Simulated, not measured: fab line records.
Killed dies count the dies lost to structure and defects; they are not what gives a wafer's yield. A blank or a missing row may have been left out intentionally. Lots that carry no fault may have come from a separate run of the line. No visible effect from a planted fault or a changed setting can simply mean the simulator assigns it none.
Chamber matching | flow n5-finfet | 3 sister chambers for N5_BEOL_M8_DEP_56 on pecvd-04
The step deposits SiCN from 3MS/NH3, target thk 10 nm, time 17.5 s. 14 wafers are shown with their chamber, then 7 later ones without.

## WAFERS WITH THEIR CHAMBER
wafer  | chamber | throttle-valve-pct (%) | showerhead-plenum-p-Torr (Torr) | chamber-pressure-Torr (Torr)
L075.3 | 0       | 9.1                    | 3.661                           | 3.009
L075.4 | 1       | 9.9                    | 3.661                           | 3.002
L075.5 | 1       | 9.8                    | 3.666                           | 3.016
L074.3 | 0       | 8.9                    | 3.677                           | 2.992
L074.5 | 1       | 9.8                    | 3.667                           | 3.009
L074.6 | 0       | 8.9                    | 3.670                           | 2.988
L079.2 | 2       | 8.4                    | 3.687                           | 2.989
L079.3 | 1       | 10.1                   | 3.656                           | 2.999
L079.6 | 0       | 8.9                    | 3.671                           | 2.999
L081.1 | 2       | 8.3                    | 3.683                           | 3.008
L081.3 | 1       | 10.0                   | 3.665                           | 3.001
L081.6 | 1       | 9.8                    | 3.647                           | 2.993
L083.1 | 1       | 9.7                    | 3.653                           | 3.008
L083.3 | 2       | 8.6                    | 3.686                           | 3.004

SIGNATURES (averages over the wafers above)
reading                  | chamber 0 | chamber 1 | chamber 2 | scatter within a chamber
throttle-valve-pct       | 8.950     | 9.871     | 8.433     | 0.132
showerhead-plenum-p-Torr | 3.66975   | 3.65929   | 3.68533   | 0.00661
chamber-pressure-Torr    | 2.99700   | 3.00400   | 3.00033   | 0.00852
Rule: for each reading, subtract the chamber's mean from the wafer's reading, divide by that reading's scatter and square the result; add these up over the readings and take the root, which gives the wafer's distance from the chamber. If the next closest chamber is less than 2 further off than the closest, the wafer can't be placed; otherwise it belongs to the closest. The scatter: the root of (the sum of the squares of (reading less its chamber's mean) over the shown wafers, divided by (wafers less chambers)).

## WAFERS MISSING THEIR CHAMBER
wafer  | throttle-valve-pct (%) | showerhead-plenum-p-Torr (Torr) | chamber-pressure-Torr (Torr)
L083.4 | 10.0                   | 3.656                           | 3.003
L085.3 | 9.7                    | 3.669                           | 3.001
L085.4 | 8.8                    | 3.660                           | 2.986
L085.6 | 9.7                    | 3.667                           | 3.011
L092.2 | 9.6                    | 3.659                           | 3.006
L092.3 | 8.5                    | 3.681                           | 2.992
L092.6 | 8.6                    | 3.689                           | 3.010

## WHICH CHAMBER EACH ONE RAN IN
wafer  | from the rows above | in truth
L083.4 | 1                   | 1
L085.3 | 1                   | 1
L085.4 | 0                   | 0
L085.6 | 1                   | 1
L092.2 | 1                   | 1
L092.3 | 2                   | 2
L092.6 | 2                   | 2
Correct placement for 7 of the 7. From these rows, 0 cannot be placed. Number placed wrongly: 0.
